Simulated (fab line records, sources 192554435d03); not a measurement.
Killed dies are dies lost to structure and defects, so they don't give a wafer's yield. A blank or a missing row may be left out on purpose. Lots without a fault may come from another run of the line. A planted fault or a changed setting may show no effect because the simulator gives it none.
A struck lot beside a sound one | flow n5_finfet | 36 steps out of a route of 1938
Sound: wafers L901.2, L901.3, L901.6. Struck: wafers L903.3, L903.6. (L903.5 of the same lot was not struck and is left out.) The cause comes at the end.
At each step with rows: each side's tool, then ch and its chambers, then its first start. Under that, the readings that differ: sound wafers | struck wafers | difference of the means | sigmas: that difference in standard deviations of wafers without a fault.
alike: readings whose means differ by less than 2 such deviations, and words and numbers that are the same on both sides. not compared: withheld readings, readings that some wafer has no value for, bounds like >300 that may hide the same value, and numbers for which the record gives no deviation and whose values overlap.
The two part at a step that has a row with sigmas, a row that says differs or no value, or rows on one side only. Numbers that don't overlap but have no deviation are shown without sigmas and don't part them. A reading that every wafer of one side lacks parts them only if that side has two wafers or more.

first, 9 steps without rows for these wafers: N5_MOL_CONTACT_COAG_EXPOSE_05 (exposes mask CA, defocus 0 nm); N5_MOL_CONTACT_COAG_PEB_06 (peb time 60 s); N5_MOL_CONTACT_COAG_DEVELOP_07 (develop time 30 s); N5_MOL_CONTACT_COAG_DESCUM_13 (chemistry O2, time 7 s); N5_MOL_CONTACT_COAG_ETCH_59 (etches underlayer in N2/H2, target depth 13 nm, time 10.4 s); N5_MOL_CONTACT_COAG_ETCH_105 (etches SiARC in CF4, target depth 15.6 nm, time 26 s); N5_MOL_CONTACT_COAG_ETCH_106 (etches SOC in N2/H2, target depth 80 nm, overetch 16 nm, time 120 s); N5_MOL_CONTACT_COAG_STRIP_107 (strips in N2/H2); N5_MOL_CONTACT_COAG_STRIP_108 (strips in N2/H2).
N5_MOL_CONTACT_COAG_CONTACT_ETCH_14: etches SiO2 in C4F6/O2, target depth 27.5 nm, overetch 8.5 nm, time 20 s.
  sound on rie_diel-01 ch 0,1,2, day 5 04:59; struck on rie_diel-01 ch 2,3, day 5 19:44
  reading          | sound          | struck    | difference | sigmas
  run_length_s (s) | 43.7 43.5 42.8 | 40.1 39.4 | -3.6       | -7
  alike: drypump_motor_current_A, mfc_ar_sccm, oes_product_au, rf_vpp_V, showerhead_plenum_p_Torr, throttle_valve_pct
  not compared: rf_hours_counter_h, model.SOC_of_MOL_CONTACT_COAG_COAT_103.thk_nm
then, 25 steps without rows for these wafers: N5_MOL_CONTACT_COAG_STRIP_109 (strips in C4F6/O2); N5_MOL_CONTACT_COAG_ETCH_15 (etches SiNx in CH3F/O2, stops on Si:P, target depth 7 nm); N5_MOL_CONTACT_COAG_ETCH_110 (etches Si in CF4/O2, target depth 2.5 nm, time 8 s); N5_MOL_CONTACT_COAG_STRIP_98 (strips in N2/H2); N5_MOL_CONTACT_COAG_IMPLANT_129; N5_MOL_CONTACT_COAG_PRECLEAN_111 (cleans in NF3:NH3, afs cycles 1, time 20 s, sublimation time 60 s); N5_MOL_CONTACT_COAG_TI_SIL_19 (material Ti, target thk 4.2 nm, time 15 s); N5_MOL_CONTACT_COAG_ALD_20 (deposits TiN, target thk 1.5 nm, pulse time 1 s, purge time 3 s); N5_MOL_CONTACT_COAG_SIL_ANNEAL_21 (time 60 s); N5_MOL_CONTACT_COAG_PRE_CLEAN_141 (time 60 s); N5_MOL_CONTACT_COAG_SPUTTER_143 (material Co, target thk 2.5 nm); N5_MOL_CONTACT_COAG_CO_FILL_22 (material Co, precursor CCTBA/H2, target thk 20 nm); N5_MOL_CONTACT_COAG_ANNEAL_113 (time 300 s); N5_MOL_CONTACT_COAG_PRE_CLEAN_142 (time 60 s); N5_MOL_CONTACT_COAG_SPUTTER_130 (material Co, target thk 47.5 nm); N5_MOL_CONTACT_COAG_PRECLEAN_125 (cleans in DIW, time 57.5 s); N5_MOL_CONTACT_COAG_SRD_126 (dry time 32 s); N5_MOL_CONTACT_COAG_CMP_23 (polishes, stops on SiO2, t overpolish 1.5 s, target thk 0 nm); N5_MOL_CONTACT_COAG_WET_ETCH_26 (target Co, target depth 13 nm); N5_MOL_CONTACT_COAG_WET_ETCH_116 (etches the open film in SC1-inhibited, target depth 4.6 nm, rinse time 30 s); N5_MOL_CONTACT_COAG_ALD_27 (deposits SiOC, target thk 17 nm, pulse time 1.5 s, time 2720 s); N5_MOL_CONTACT_COAG_CMP_28 (polishes, stops on SiNx, t overpolish 0.85 s, target thk 14.522 nm); N5_MOL_CONTACT_COAG_ALD_123 (deposits SiNx, target thk 5 nm, pulse time 1 s, purge time 2 s); N5_MOL_CONTACT_COAG_PECVD_31 (deposits SiO2 from TEOS/O2, target thk 46 nm, time 8.9 s); N5_MOL_CONTACT_COAG_COAT_75 (time 60 s, resist thk 60 nm).
-- the record jumps here: 3 days lie between the struck wafers' starts before and after (it left off in module MOL_CONTACT_COAG and takes up again in module BEOL_M4, whose first step shown is number 1111 of the route) --
N5_BEOL_M4_RC_MEAS_101:
  sound on prober-01 ch 0, day 8 05:04; struck on prober-02 ch 0, day 9 05:07
  reading             | sound          | struck    | difference | sigmas
  RC_DENSE_N (ohm.um) | 19.1 19.2 19.3 | 24.3 20.3 | +3.1       | +6
  RC_DENSE_P (ohm.um) | 23.6 24.1 24.4 | 31.1 25.7 | +4.4       | +7
  RC_N (ohm.um)       | 15.4 15.7 15.8 | 19.8 16.5 | +2.5       | +6
  RC_P (ohm.um)       | 19.3 19.7 19.7 | 25.2 20.8 | +3.4       | +7
  alike: DIBL_N, DIBL_P, IOFF_N, IOFF_P, ION_N, ION_P, SS_N, SS_P, VT_N, VT_P

WHERE THEY PART
First at N5_MOL_CONTACT_COAG_CONTACT_ETCH_14; last, within this record, at N5_BEOL_M4_RC_MEAS_101.

WHY: what the simulator had put in
Process parameter drift: rie_diel-01, from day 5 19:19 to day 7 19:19, at N5_MOL_CONTACT_COAG_CONTACT_ETCH_14. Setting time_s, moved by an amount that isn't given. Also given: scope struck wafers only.
